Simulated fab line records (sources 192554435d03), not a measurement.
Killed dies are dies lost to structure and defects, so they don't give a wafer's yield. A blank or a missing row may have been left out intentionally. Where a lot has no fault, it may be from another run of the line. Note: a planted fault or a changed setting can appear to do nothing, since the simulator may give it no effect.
8D (eight disciplines) problem report, filled in by code + flow n5Finfet + the parts of the form that need people (team, actions taken, sign-off) are left out

## 1. PROBLEM STATEMENT
Mean of exposureDoseMJCm2 at N5_BEOL_M6_EXPOSE_08: 66.27 across 9 wafers in 3 lots; on wafers with no fault it is 68.19 (standard deviation 0.071). That puts it -27 standard deviations away from the usual mean.
The step: exposes mask M6.
Seen first at day 14 17:49 on arfiScanner-02, wafer L897.2. At this step, 36 wafers from 12 lots have a number in the record. Rule for "out" (also "out of limits"): further than 4 standard deviations from the usual mean. All remaining wafers that have a number are taken as sound.

## 2. WHAT IT IS, WHAT IT ISN'T
| question                    | is                     | is not                                                                          |
|-----------------------------|------------------------|---------------------------------------------------------------------------------|
| which readings at this step | exposureDoseMJCm2      | -                                                                               |
| which lots                  | L897, L898, L899       | L882, L883, L885, L887, L888, L891, L895, L902, L904                            |
| which wafers of those lots  | all that have a number | -                                                                               |
| read on which tools         | arfiScanner-02         | arfiScanner-01, arfiScanner-03                                                  |
| when                        | from day 14 17:49      | up to then (18 sound wafers); but 9 sound wafers of L895, L902, L904 came after |

## 3. SUSPECTS, AND WHAT RULES EACH OUT
Counting: a tool at a process step up to the reading stays a suspect if it ran every lot that is out and no sound lot after the first of them.
- arfiScanner-02 at N5_BEOL_M6_EXPOSE_08 (exposes mask M6): kept. It ran every lot that is out, first L897 (day 14 17:49), and no sound lot after that; its last sound lot up to then is L888 (day 12 20:51). Out on those wafers are its own readings of exposureDoseMJCm2.
After counting, what remains is arfiScanner-02 at N5_BEOL_M6_EXPOSE_08.

## 4. THE CAUSE (what the simulator had put in)
Process parameter drift: arfiScanner-02, from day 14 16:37 on, at N5_BEOL_M6_EXPOSE_08. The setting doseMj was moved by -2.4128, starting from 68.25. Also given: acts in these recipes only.
After counting, this tool was the only one left.

## 5. THE EFFECT CHAIN, in route order
Each row: a reading where the mean over the struck wafers with a number is more than 3 standard deviations away from the usual. Only readings for which the record gives a usual standard deviation are gone through. hours: the time from each lot's start at the first step in this table that gives one to its start at this step, as a median over the lots. sigmas: the change in usual standard deviations.
| hours | step                 | reading           | usual | on struck wafers | change | sigmas |
|-------|----------------------|-------------------|-------|------------------|--------|--------|
| 0     | N5_BEOL_M6_EXPOSE_08 | exposureDoseMJCm2 | 68.19 | 66.27            | -1.92  | -27    |
Its process steps:
- N5_BEOL_M6_EXPOSE_08: exposes mask M6.

## 6. HOW IT WOULD HAVE BEEN CAUGHT EARLIER
In this record the first reading out of limits was taken at day 14 17:49, 1 hour after the fault began at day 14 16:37.
